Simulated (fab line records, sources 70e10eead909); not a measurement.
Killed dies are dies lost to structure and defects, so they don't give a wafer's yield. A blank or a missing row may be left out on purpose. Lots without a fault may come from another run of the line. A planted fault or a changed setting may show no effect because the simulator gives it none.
Chamber matching | flow nand_harc | NHARC_A_STAIRCASE_DEP_301 on pecvd-02: 3 sister chambers
The step deposits SiON, target thk 30 nm. 6 wafers are shown with their chamber, then 8 later ones without.

WAFERS WITH THEIR CHAMBER
wafer  | chamber | heater_power_w (W) | rf_fwd_power_W (W)
L086.4 | 2       | 878                | 348.8
L086.5 | 0       | 992                | 348.2
L088.3 | 1       | 550                | 349.3
L088.4 | 0       | 951                | 349.5
L088.6 | 1       | 538                | 347.1
L091.1 | 2       | 891                | 348.7

WAFERS WITHOUT THEIR CHAMBER
wafer  | heater_power_w (W) | rf_fwd_power_W (W)
L091.3 | 627                | 347.6
L091.4 | 608                | 347.4
L090.4 | 597                | 347.6
L090.5 | 837                | 348.6
L090.6 | 958                | 349.3
L095.1 | 880                | 349.1
L095.4 | 604                | 347.3
L095.5 | 801                | 348.8

WHICH CHAMBER EACH WENT THROUGH
wafer  | from the rows above | in truth
L091.3 | 1                   | 1
L091.4 | 1                   | 1
L090.4 | 1                   | 1
L090.5 | 2                   | 2
L090.6 | 0                   | 0
L095.1 | 2                   | 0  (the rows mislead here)
L095.4 | 1                   | 1
L095.5 | 2                   | 2
Placed correctly: 7 of 8. Can't be placed from these rows: 0. Placed wrongly: 1.
How it was worked out, from the rows above alone: a wafer's distance from a chamber is the root of the sum, over the readings, of the square of ((its reading less the chamber's mean) divided by the reading's scatter). The wafer belongs to the nearest chamber; if the next one is less than 2 further off, it can't be placed. A chamber's mean is the mean of its shown wafers. The scatter: the root of (the sum of the squares of (reading less its chamber's mean) over the shown wafers, divided by (wafers less chambers)).
